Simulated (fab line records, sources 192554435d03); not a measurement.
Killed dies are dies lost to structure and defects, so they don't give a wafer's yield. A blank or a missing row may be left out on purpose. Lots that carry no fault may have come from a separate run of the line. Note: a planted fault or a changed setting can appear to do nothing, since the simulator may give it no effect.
Comparing a struck lot with a sound one ; flow n5-finfet ; 22 out of 1938 route steps
Sound: the wafers L203.2, L203.5, L203.6. Struck: wafers L212.1, L212.4. (L212.2 of the same lot was not struck and is left out.) The cause comes at the end.
Per side, at each step with rows, come the tool, then ch with its chambers, and then its first start. Under that, the readings that differ: sound wafers ; struck wafers ; difference of the means ; sigmas: that difference in standard deviations of wafers without a fault.
alike: readings with means less than 2 such deviations apart, plus words and numbers identical on both sides. not compared: withheld readings, readings lacking a value on some wafer, bounds such as >300 that could conceal the same value, and numbers that have no deviation in the record and whose values overlap.
A row with sigmas, a row that says differs or no value, or rows on one side alone: a step with any of these is where the two part. Non-overlapping numbers with no deviation appear without sigmas and do not part them. A reading that every wafer of one side lacks parts them only if that side has two wafers or more.

first, 6 steps without rows for these wafers: N5_HKMG_FIN_COAT_66 (time 60 s, resist thk 300 nm); N5_HKMG_FIN_ETCH_67 (etches SOC in N2/H2, stops on TiN, target depth 388.9 nm); N5_HKMG_FIN_STRIP_90 (strips SOC in N2/H2, time 20 s); N5_HKMG_FIN_WET_ETCH_73 (etches the open film in SC1, time 42.3 s, target depth 1.3 nm, rinse time 30 s); N5_HKMG_FIN_ETCHBACK_68 (etches the open film in Cl2/Ar, stops on HfO2, target depth 0.5 nm); N5_HKMG_FIN_STRIP_69 (strips in N2/H2, time 360 s).
N5_HKMG_FIN_ALD_21: deposits TiN, target thk 1.5 nm, pulse time 1 s, purge time 3 s.
  sound on ald-metal-03 ch 0,1,2, day 4 05:55; struck on ald-metal-04 ch 2,3, day 6 14:08
  alike: heater-power-w, precursor-pulse-height-rel
then, 4 steps without rows for these wafers: N5_HKMG_FIN_ALD_72 (deposits W, target thk 2 nm, pulse time 1 s, purge time 2 s); N5_HKMG_FIN_W_FILL_22 (material W, target thk 60 nm, time 18.2 s); N5_HKMG_FIN_PRECLEAN_83 (cleans in DIW, time 57.5 s); N5_HKMG_FIN_SRD_84 (dry time 32 s).
N5_HKMG_FIN_CMP_23: polishes, stops on SiNx, t overpolish 10 s, target thk 46.326 nm.
  sound on cmp-04 ch 2,3, day 4 06:31; struck on cmp-02 ch 1,2, day 6 14:40
reading;sound;struck;difference;sigmas
time-to-endpoint-s (s);8.0 7.0 9.3;12.0 16.6;+6.2;+2
  alike: motor-current-A, overpolish-run-s, retaining-ring-pressure-frac
N5_HKMG_FIN_CMP_94: polishes, stops on SiNx, t overpolish 4.7 s, target thk 43.299 nm.
  sound on cmp-04 ch 2,3, day 4 06:57; struck on cmp-02 ch 1,2, day 6 15:09
reading;sound;struck;difference;sigmas
model.SiNx_of_SDB_ALD_29.thk-nm (nm);28.4 28.4 28.4;28 28;+0;
  alike: motor-current-A, retaining-ring-pressure-frac
N5_HKMG_FIN_INSPECT_28: inspects for defects (darkfield).
  struck on defect-inspect-02, day 6 15:23; sound on defect-inspect-02, day 4 07:09
  alike: raw-defect-count
N5_GATE_CUT_ETCHBACK_00: etches W in SF6/Cl2.
  sound on rie-metal-01 ch 0,1, day 4 07:11; struck on rie-metal-01 ch 1, day 6 15:25
  alike: drypump-motor-current-A, mfc-cl2-sccm, oes-product-au, throttle-valve-pct
  not compared: rf-hours-counter-h
then, 1 step without rows for these wafers: N5_GATE_CUT_ETCH_56 (etches TiN in Cl2/Ar, target depth 21.6 nm).
N5_GATE_CUT_ETCHBACK_30: etches TiN in Cl2/Ar, target depth 3 nm.
  sound on rie-metal-01 ch 0,1, day 4 07:23; struck on rie-metal-01 ch 1, day 6 15:38
  alike: drypump-motor-current-A, mfc-cl2-sccm, oes-product-au, throttle-valve-pct
  not compared: rf-hours-counter-h
N5_GATE_CUT_VAPOR_ETCH_60: etches HfO2 in BCl3/Cl2.
  sound on rie-metal-01 ch 0,1, day 4 07:25; struck on rie-metal-01 ch 1, day 6 15:40
  alike: drypump-motor-current-A, oes-product-au
N5_GATE_CUT_ETCH_58: etches SiNx in CH3F/O2, target depth 17 nm, time 128.6 s.
  sound on rie-diel-02 ch 0,1,3, day 4 07:30; struck on rie-diel-03 ch 1,2, day 6 15:55
reading;sound;struck;difference;sigmas
throttle-valve-pct (%);15.87 16.31 16.34;16.80 16.66;+0.56;+2
model.SiNx_of_SDB_ALD_29.thk-nm (nm);24.6 24.8 24.8;24.4 24;-0.5;
  alike: drypump-motor-current-A, oes-product-au, rf-vpp-V, showerhead-plenum-p-Torr
  not compared: rf-hours-counter-h
then, 1 step without rows for these wafers: N5_GATE_CUT_STRIP_59 (strips in N2/H2, time 20 s).
-- the record jumps here: 4 days lie between the struck wafers' starts before and after (it left off in module GATE_CUT and takes up again in module BEOL_M4, whose first step shown is number 1111 of the route) --
N5_BEOL_M4_RC_MEAS_101:
  sound on prober-01 ch 0, day 7 20:23; struck on prober-01 ch 0, day 10 19:35
  alike: DIBL_N, DIBL_P, IOFF_N, IOFF_P, ION_N, ION_P, SS_N, SS_P, VT_N, VT_P
-- here the record skips 5 days between the struck wafers' starts before and after, leaving off in module BEOL_M4 and picking up in module PASSIVATION (first step shown: number 1936 of the route) --
N5_PASSIVATION_PROBE_49:
  struck on prober-01, day 15 19:27; sound on prober-01, day 12 07:43
reading;sound;struck;difference;sigmas
killed-at-front-end;40 37 20;64 65;+32;+3
  alike: defect-limited-yield, killed_at_M0_to_M3, killed_at_M4_up, killed-at-contacts, killed-at-other, killed-dies, killed-open, killed-short, sort_bin_5_function, sort_bin_6_memory, sort_bin_8_speed, sort-n-pass, sort-yield-pct

## WHERE THEY PART
Earliest at N5_HKMG_FIN_CMP_23; latest, in this record, at N5_PASSIVATION_PROBE_49.

WHY: the cause the simulator had injected
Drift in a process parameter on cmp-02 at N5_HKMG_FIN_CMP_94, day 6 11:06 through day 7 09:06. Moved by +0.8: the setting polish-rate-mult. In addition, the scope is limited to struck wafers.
